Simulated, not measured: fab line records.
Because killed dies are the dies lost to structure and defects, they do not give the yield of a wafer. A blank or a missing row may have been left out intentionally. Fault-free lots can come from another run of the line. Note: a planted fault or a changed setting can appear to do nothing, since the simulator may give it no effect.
What tool caused it? -- flow n5Finfet -- Sampling: 9 lots, 27 wafers, 7 of 1938 route steps

## WHAT EACH GAUGE READ, for each wafer
N5_SD_EPI_N_INSPECT_26: inspects for defects (darkfield). Usual: 199 for rawDefectCount, sd 37.
lot,measured,on,rawDefectCount,flag
L320,day 3 15:49,defectInspect-01,205 272 210,
L323,day 4 20:10,defectInspect-01,170 178 161,
L326,day 5 05:38,defectInspect-01,181 268 205,
L330,day 6 04:37,defectInspect-02,155 174 211,
L335,day 7 11:43,defectInspect-01,167 151 208,
L336,day 7 18:03,defectInspect-01,183 204 209,
L338,day 8 05:29,defectInspect-02,199 201 206,
L339,day 8 17:33,defectInspect-02,178 184 211,
L341,day 8 22:35,defectInspect-01,162 190 172,

N5_SD_EPI_P_INSPECT_11: inspects for defects (macro). Usual: 1.8 for rawDefectCount, sd 1.3.
lot,measured,on,rawDefectCount,flag
L320,day 3 16:16,defectInspect-01,6 0 1,
L323,day 4 20:29,defectInspect-01,0 0 1,
L326,day 5 05:58,defectInspect-01,3 1 3,
L330,day 6 05:04,defectInspect-02,3 1 1,
L335,day 7 12:10,defectInspect-01,3 0 1,
L336,day 7 18:30,defectInspect-01,2 1 2,
L338,day 8 05:56,defectInspect-01,1 2 2,
L339,day 8 18:00,defectInspect-01,3 0 2,
L341,day 8 22:55,defectInspect-02,2 3 0,

N5_SD_EPI_P_EPI_MEAS_23. Usual: 61.0 nm for thkNm, sd 1.1.
lot,measured,on,thkNm (nm),flag
L320,day 3 20:00,filmMetro-01,63.1 61.2 61.8,
L323,day 5 00:13,filmMetro-02,55.0 54.7 54.9,OFF
L326,day 5 09:53,filmMetro-02,55.4 55.6 57.0,OFF
L330,day 6 08:50,filmMetro-01,60.6 61.8 61.2,
L335,day 7 15:44,filmMetro-02,61.7 60.7 61.6,
L336,day 7 22:07,filmMetro-02,61.1 61.7 60.1,
L338,day 8 09:32,filmMetro-01,61.9 62.1 60.0,
L339,day 8 21:35,filmMetro-02,60.3 61.4 59.5,
L341,day 9 02:30,filmMetro-02,59.7 60.3 60.0,

N5_SD_ACTIVATION_RS_MEAS_03: a four-point-probe measurement. Usual: RS_SD_N 21.93 ohm/sq, standard deviation 0.3; RS_SD_P 56.0 ohm/sq, standard deviation 1.
lot,measured,on,RS_SD_N (ohm/sq),RS_SD_P (ohm/sq),flag
L320,day 3 20:40,filmMetro-01,22.31 22.28 22.19,55.5 56.6 55.2,
L323,day 5 00:50,filmMetro-02,22.23 22.22 21.96,62.1 62.1 61.9,OFF
L326,day 5 10:33,filmMetro-02,22.41 22.38 22.19,61.8 60.9 61.5,OFF
L330,day 6 09:29,filmMetro-02,22.02 22.40 22.14,57.1 57.3 57.5,
L335,day 7 16:37,filmMetro-02,22.32 21.97 21.98,53.7 53.7 53.5,
L336,day 7 22:50,filmMetro-02,21.98 21.71 22.00,55.7 55.9 55.2,
L338,day 8 10:29,filmMetro-01,21.66 21.77 22.04,56.6 56.3 57.0,
L339,day 8 22:11,filmMetro-02,22.10 21.98 21.96,56.5 57.4 55.8,
L341,day 9 03:31,filmMetro-01,21.70 21.95 21.54,56.3 56.1 55.9,

N5_BEOL_M4_RC_MEAS_101. Usual: DIBL_N 36.4 mV/V, standard deviation 2.7; DIBL_P 36 mV/V, standard deviation 3.2; IOFF_N 0.16 nA/um, standard deviation 0.046; IOFF_P 0.21 nA/um, standard deviation 0.055; ION_N 677 uA/um, standard deviation 15; ION_P 464 uA/um, standard deviation 11; RS_SD_P 65.8 ohm/sq, standard deviation 1.1; SS_N 71.5 mV/dec, standard deviation 0.79; SS_P 73.3 mV/dec, standard deviation 0.93; VT_N 250 mV, standard deviation 4.1; VT_P -251 mV, standard deviation 4.4.
lot,measured,on,DIBL_N (mV/V),DIBL_P (mV/V),IOFF_N (nA/um),IOFF_P (nA/um),ION_N (uA/um),ION_P (uA/um),RS_SD_P (ohm/sq),SS_N (mV/dec),SS_P (mV/dec),VT_N (mV),VT_P (mV),flag
L320,day 9 09:14,prober-02,36.1 37.3 37.3,36 37 38,0.15 0.18 0.18,0.20 0.23 0.24,674 681 689,469 471 474,64.9 66.0 64.9,70.7 71.8 71.7,72.6 74.1 73.8,250 247 246,-248 -250 -248,
L323,day 10 00:55,prober-02,32.8 35.5 34.9,32 36 34,0.11 0.15 0.14,0.13 0.17 0.14,648 673 696,450 450 455,72.6 73.0 72.9,70.1 70.9 72.1,72.0 72.6 73.0,253 249 250,-258 -255 -258,OFF
L326,day 10 14:48,prober-02,38.0 36.2 37.5,36 36 36,0.17 0.13 0.17,0.21 0.20 0.20,672 671 683,454 454 453,72.0 72.2 71.4,72.2 71.8 72.0,73.8 72.7 73.7,249 255 249,-252 -253 -255,OFF
L330,day 11 09:40,prober-02,35.0 33.4 32.7,36 34 33,0.17 0.15 0.13,0.21 0.20 0.17,704 691 668,478 471 460,66.6 67.3 67.5,71.3 70.3 70.5,73.8 72.8 72.9,246 246 249,-248 -248 -253,
L335,day 12 21:01,prober-01,40.7 42.5 36.0,40 44 35,0.20 0.25 0.13,0.23 0.31 0.17,690 694 677,462 476 467,63.3 64.1 64.4,72.2 72.7 70.9,73.8 75.2 72.6,249 246 253,-250 -247 -253,
L336,day 12 22:44,prober-02,34.7 37.8 34.3,35 41 36,0.13 0.18 0.12,0.14 0.22 0.16,667 671 658,445 450 445,65.5 65.5 64.7,71.0 72.3 71.2,72.4 73.9 72.7,255 251 254,-255 -253 -258,
L338,day 13 10:51,prober-01,36.5 32.8 35.4,35 31 34,0.14 0.10 0.13,0.19 0.14 0.17,663 659 670,462 453 461,66.5 66.1 67.0,70.9 70.5 71.1,72.6 72.4 72.0,250 256 252,-251 -256 -255,
L339,day 14 04:37,prober-02,36.8 37.1 37.0,37 38 38,0.19 0.20 0.17,0.23 0.23 0.23,697 694 673,475 466 466,66.3 67.8 66.6,71.2 71.2 71.6,72.9 73.8 74.1,246 246 247,-248 -253 -251,
L341,day 14 07:26,prober-01,28.6 32.5 32.1,29 32 33,0.06 0.11 0.11,0.09 0.12 0.13,633 658 677,435 440 462,66.6 66.2 66.6,70.3 71.0 70.6,70.7 71.9 71.7,264 256 253,-265 -259 -259,

## WHICH TOOL RAN EACH LOT (tool, then ch and the chambers of the sampled wafers, then the start)
lot,N5_SD_EPI_P_DESCUM_14,N5_SD_EPI_P_EPI_21
L320,"rieDiel-02 ch 0,1,2, day 3 16:26","epiRpcvd-03 ch 0, day 3 18:52"
L323,"rieDiel-02 ch 0,1,2, day 4 20:40","epiRpcvd-03 ch 0, day 4 22:23"
L326,"rieDiel-02 ch 0,2,3, day 5 06:19","epiRpcvd-03 ch 0, day 5 07:40"
L330,"rieDiel-05 ch 0,2, day 6 05:16","epiRpcvd-04 ch 0, day 6 07:21"
L335,"rieDiel-05 ch 1,3, day 7 12:12","epiRpcvd-03 ch 0, day 7 14:16"
L336,"rieDiel-02 ch 0,1,2, day 7 18:34","epiRpcvd-03 ch 0, day 7 20:17"
L338,"rieDiel-03 ch 0,1, day 8 05:58","epiRpcvd-03 ch 0, day 8 07:41"
L339,"rieDiel-02 ch 0,1,2, day 8 18:02","epiRpcvd-03 ch 0, day 8 19:23"
L341,"rieDiel-03 ch 0,1,3, day 8 22:58","epiRpcvd-03 ch 0, day 9 00:18"
- N5_SD_EPI_P_DESCUM_14: chemistry O2, time 7.9 s.
- N5_SD_EPI_P_EPI_21: deposits SiGe:B, time 355 s.

## WHAT THE TOOLS THEMSELVES READ (means of the sampled wafers that have a number; where no wafer has one, the mark that the record gives instead)
N5_SD_EPI_P_DESCUM_14. Usual: drypumpMotorCurrentA 5.8 A, standard deviation 0.55; oesProductAu 0.77 a.u., standard deviation 0.083; rfVppV 243.4 V, standard deviation 1.2; showerheadPlenumPTorr 2.11 Torr, standard deviation 0.061; throttleValvePct 20.42 %, standard deviation 0.24.
lot,tool,drypumpMotorCurrentA (A),oesProductAu (a.u.),rfVppV (V),showerheadPlenumPTorr (Torr),throttleValvePct (%),flag
L320,rieDiel-02,5.8,0.78,243.0,2.09,20.16,
L323,rieDiel-02,5.8,0.77,243.1,2.09,20.16,
L326,rieDiel-02,5.8,0.71,242.8,2.10,20.33,
L330,rieDiel-05,6.6,0.77,243.0,2.09,20.44,
L335,rieDiel-05,5.6,0.72,244.1,2.16,20.57,
L336,rieDiel-02,5.8,0.75,243.4,2.08,20.20,
L338,rieDiel-03,5.7,0.89,243.2,2.05,20.49,
L339,rieDiel-02,5.8,0.75,242.7,2.08,20.20,
L341,rieDiel-03,5.4,0.81,243.6,2.10,20.58,

N5_SD_EPI_P_EPI_21. Usual: 11.8 % for lampInnerPct, sd 1.7.
lot,tool,lampInnerPct (%),flag
L320,epiRpcvd-03,13.5,
L323,epiRpcvd-03,13.6,
L326,epiRpcvd-03,13.6,
L330,epiRpcvd-04,10.6,
L335,epiRpcvd-03,13.6,
L336,epiRpcvd-03,13.5,
L338,epiRpcvd-03,13.6,
L339,epiRpcvd-03,13.6,
L341,epiRpcvd-03,13.6,

## THE ANSWER, worked out from the rows above alone
Rule: a lot is off if the mean of its wafers that have a number lies more than 3 standard deviations from the usual mean. A lot without any number at a reading at which 4 lots or more have one is off too. Where the step has rows for the other lots, those lots are counted as sound. After the gauges, taken in route order, come the tools' own readings; for these a lot's mean is taken, as printed above. The first step at which some lot is off is used, and at that step the reading that is off furthest; a lot without a number counts as furthest.
Off: L323, L326, at N5_SD_EPI_P_EPI_MEAS_23 (thkNm).
A tool fits if, at a process step before that reading, it ran every lot that is off, and no sound lot after the first of them. The gauges at N5_SD_EPI_P_EPI_MEAS_23 aren't tried: what is off there is off at N5_BEOL_M4_RC_MEAS_101 too, on other tools, and a gauge's error can't cause that. No candidate that was tried fits.

## WHAT THE SIMULATOR HAD INSERTED
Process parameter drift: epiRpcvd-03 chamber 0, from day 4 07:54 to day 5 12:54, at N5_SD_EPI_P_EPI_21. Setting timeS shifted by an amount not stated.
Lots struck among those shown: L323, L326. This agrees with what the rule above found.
